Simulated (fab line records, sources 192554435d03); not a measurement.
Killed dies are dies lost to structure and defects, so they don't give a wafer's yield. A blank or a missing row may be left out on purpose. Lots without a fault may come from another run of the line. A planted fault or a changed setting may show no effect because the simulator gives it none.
A struck lot beside a sound one | flow n5_finfet | 36 steps out of a route of 1938
Sound: wafers L193.2, L193.4, L193.5. Struck: wafers L196.2, L196.3, L196.4. The cause comes at the end.
At each step with rows: each side's tool, then ch and its chambers, then its first start. Under that, the readings that differ: sound wafers | struck wafers | difference of the means | sigmas: that difference in standard deviations of wafers without a fault.
alike: readings whose means differ by less than 2 such deviations, and words and numbers that are the same on both sides. not compared: withheld readings, readings that some wafer has no value for, bounds like >300 that may hide the same value, and numbers for which the record gives no deviation and whose values overlap.
The two part at a step that has a row with sigmas, a row that says differs or no value, or rows on one side only. Numbers that don't overlap but have no deviation are shown without sigmas and don't part them. A reading that every wafer of one side lacks parts them only if that side has two wafers or more.

first, 9 steps without rows for these wafers: N5_BEOL_M4_ANNEAL_95 (time 240 s); N5_BEOL_M4_SPUTTER_96 (material Cu, target thk 4.5 nm, time 8.29 s); N5_BEOL_M4_ECD_50 (material Cu, target thk 300 nm); N5_BEOL_M4_ANNEAL_51 (time 90 s); N5_BEOL_M4_CMP_52 (polishes, stops on SiOC, t overpolish 6.8 s, target thk 40 nm); N5_BEOL_M4_PRE_CLEAN_60 (time 15 s); N5_BEOL_M4_CO_CAP_55 (material Co, precursor CCTBA/H2, target thk 2 nm, time 102.1 s); N5_BEOL_M4_PRE_CLEAN_56 (time 15 s); N5_BEOL_M4_DEP_57 (deposits SiCN from 3MS/NH3, target thk 8 nm, time 14 s).
N5_BEOL_M4_RC_MEAS_101:
  sound on prober-01 ch 0, day 9 11:21; struck on prober-01 ch 0, day 9 20:53
  alike: DIBL_N, DIBL_P, IOFF_N, IOFF_P, ION_N, ION_P, SS_N, SS_P, VT_N, VT_P
then, 24 steps without rows for these wafers: N5_BEOL_M5_ILD_DEP_00 (deposits SiCOH lowk from DEMS/porogen, target thk 140.64 nm, time 25.9 s); N5_BEOL_M5_CURE_79 (cures SiCOH lowk, time 240 s); N5_BEOL_M5_PECVD_70 (deposits SiO2 from TEOS/O2, target thk 16 nm, time 18 s); N5_BEOL_M5_HM_DEP_02 (deposits TiN, target thk 20 nm); N5_BEOL_M5_COAT_59 (time 60 s, resist thk 60 nm); N5_BEOL_M5_COAT_60 (time 60 s, resist thk 12 nm); N5_BEOL_M5_COAT_71 (time 60 s, resist thk 5 nm); N5_BEOL_M5_COAT_05 (resist thk 30 nm); N5_BEOL_M5_EBR_07; N5_BEOL_M5_SOFTBAKE_06 (time 60 s); N5_BEOL_M5_EXPOSE_08 (exposes mask M5, target cd 28 nm); N5_BEOL_M5_PEB_09 (peb time 60 s); N5_BEOL_M5_DEVELOP_10 (develop time 30 s); N5_BEOL_M5_DESCUM_16 (chemistry O2, time 7 s); N5_BEOL_M5_ETCH_72 (etches underlayer in N2/H2, target depth 6.5 nm, time 5.2 s); N5_BEOL_M5_ETCH_61 (etches SiARC in CF4, target depth 15.6 nm, time 26 s); N5_BEOL_M5_ETCH_62 (etches SOC in N2/H2, target depth 75 nm, overetch 15 nm, time 112.5 s); N5_BEOL_M5_STRIP_63 (strips in N2/H2); N5_BEOL_M5_STRIP_73 (strips in N2/H2); N5_BEOL_M5_STRIP_64 (strips in CF4); N5_BEOL_M5_HM_OPEN_17 (chemistry Cl2/BCl3, target TiN, target depth 20 nm, overetch 6 nm); N5_BEOL_M5_STRIP_19 (strips in O2); N5_BEOL_M5_COAT_65 (time 60 s, resist thk 60 nm); N5_BEOL_M5_COAT_66 (time 60 s, resist thk 12 nm).
-- the record jumps here: 5 days lie between the struck wafers' starts before and after (it left off in module BEOL_M5 and takes up again in module PASSIVATION, whose first step shown is number 1915 of the route) --
N5_PASSIVATION_PECVD_53: deposits SiO2 from TEOS/O2, target thk 800 nm, time 169.4 s.
  sound on pecvd-03 ch 1,2, day 13 17:15; struck on pecvd-03 ch 1,2, day 14 09:02
  reading                                        | sound             | struck            | difference | sigmas
  run_length_s (s)                               | 197.4 197.4 197.4 | 359.3 358.9 359.6 | +161.9     | +99 or more
  model.SiO2_of_PASSIVATION_PECVD_53.thk_nm (nm) | 792.8 808.6 807   | 1535 1558 1558    | +748       |
N5_PASSIVATION_PROBE_49:
  sound on prober-01, day 13 21:01; struck on prober-02, day 14 12:52
  reading                  | sound          | struck         | difference | sigmas
  defect_limited_yield (%) | 91.6 91.9 92.3 | 0 0 0          | -92        | -66
  killed_at_other          | 2 2 1          | 1057 1086 1079 | +1072      | +99 or more
  killed_dies              | 99 95 91       | 1180 1180 1180 | +1085      | +64
  killed_on_rim            | 13 7 10        | 152 152 152    | +142       | +36
  sort_bin_5_function (%)  | 4.5 4.9 4.7    | 95.4 96.7 95.3 | +91.1      | +96
  sort_n_pass              | 1075 1085 1089 | 0 0 0          | -1083      | -64
  sort_yield_pct (%)       | 91.1 91.9 92.3 | 0 0 0          | -92        | -61
  alike: killed_at_M0_to_M3, killed_at_M4_up, killed_at_contacts, killed_at_front_end, killed_open, killed_short, sort_bin_6_memory, sort_bin_8_speed

WHERE THEY PART
First at N5_PASSIVATION_PECVD_53; last, within this record, at N5_PASSIVATION_PROBE_49.

WHY: what the simulator had put in
Process parameter drift: pecvd-03, from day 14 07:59 on, at N5_PASSIVATION_PECVD_53. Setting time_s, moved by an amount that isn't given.
